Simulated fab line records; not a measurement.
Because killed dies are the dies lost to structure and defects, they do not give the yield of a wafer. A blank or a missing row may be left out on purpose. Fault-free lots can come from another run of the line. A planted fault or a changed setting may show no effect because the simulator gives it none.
Split-lot experiment ; flow n5-finfet ; route with 1938 steps; 7 lots, 21 wafers read

== THE SPLIT ==
At N5_SDB_COAT_05 (resist thk 90 nm), the setting spin-rpm was moved away from the recipe's 1500 rpm on 6 of the 21 wafers read, by -5.4% to +6.6%. This setting was run at the recipe's value on the other wafers.

The split's own step is where the reading is taken.

== THE READING ==
CAR-ArF_of_SDB_COAT_05.thk-nm (the simulator's own value, which no gauge read), in nm, at N5_SDB_COAT_05 (resist thk 90 nm). There is no usual value for it anywhere in the file. The 15 wafers here that ran the recipe average 90.0 nm, standard deviation 0.31 nm.

wafer;tool, chamber at the split;spin-rpm as run, rpm;against the recipe;CAR-ArF_of_SDB_COAT_05.thk-nm, nm;against lot-mates on the recipe
L074.1;litho-track-02, 0;1500;recipe;90.4;-
L074.2;litho-track-02, 0;1419;-5.4%;93;+2.5
L074.6;litho-track-02, 0;1500;recipe;90.6;-
L076.1;litho-track-02, 0;1588;+5.9%;87.8;-2.6
L076.3;litho-track-02, 0;1500;recipe;90.4;-
L076.6;litho-track-02, 0;1588;+5.9%;87.6;-2.8
L079.2;litho-track-03, 0;1500;recipe;90;-
L079.6;litho-track-03, 0;1500;recipe;90;-
L079.4;litho-track-03, 0;1500;recipe;89.8;-
L081.3;litho-track-03, 0;1500;recipe;89.8;-
L081.4;litho-track-03, 0;1500;recipe;89.8;-
L081.6;litho-track-03, 0;1500;recipe;90;-
L095.1;litho-track-02, 0;1500;recipe;90;-
L095.4;litho-track-02, 0;1500;recipe;90;-
L095.5;litho-track-02, 0;1500;recipe;90;-
L094.1;litho-track-03, 0;1599;+6.6%;87;no lot-mate on the recipe
L094.3;litho-track-03, 0;1599;+6.6%;87.2;no lot-mate on the recipe
L094.6;litho-track-03, 0;1599;+6.6%;87.2;no lot-mate on the recipe
L097.1;litho-track-01, 0;1500;recipe;89.6;-
L097.2;litho-track-01, 0;1500;recipe;89.6;-
L097.5;litho-track-01, 0;1500;recipe;89.4;-

FIT RESULTS
A straight line over all 21 wafers: CAR-ArF_of_SDB_COAT_05.thk-nm changes by -0.441 nm for each +1% of spin-rpm; r = -0.97; the points scatter about the line by 0.33 nm.
The same after taking each lot's own level away (the mean of its wafers on the recipe; 18 wafers): -0.461 nm for each +1%; r = -1.00; scatter 0.087 nm.
Per that fit: largest spin-rpm move, reading shift of 3 nm.
From 89.53 to 90.50 nm: that is the span of the lots' own levels, equal to 3.1 times the standard deviation above.
The two slopes agree, so the slope changes little with the lot-to-lot level.
Check: with one of the wafers moved furthest among these (+5.9%) left out of the fit, the line predicts -2.77 nm for it against its lot-mates. Against them it came out at -2.6 nm.

== OTHER SPLITS ON THESE WAFERS ==
These wafers also went through other splits before the reading. Each is held against what the fit with the lots' levels taken away leaves over:
other split on the same wafers;wafers away from the commonest value;r with CAR-ArF_of_SDB_COAT_05.thk-nm (lot level and that fit taken away)
N5_ILD0_CMP_12 down-force-psi;5;-0.27

== FILE'S OWN FIT ==
CAR-ArF_of_SDB_COAT_05.thk-nm changes by -0.461 nm for each +1% of spin-rpm, r = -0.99.
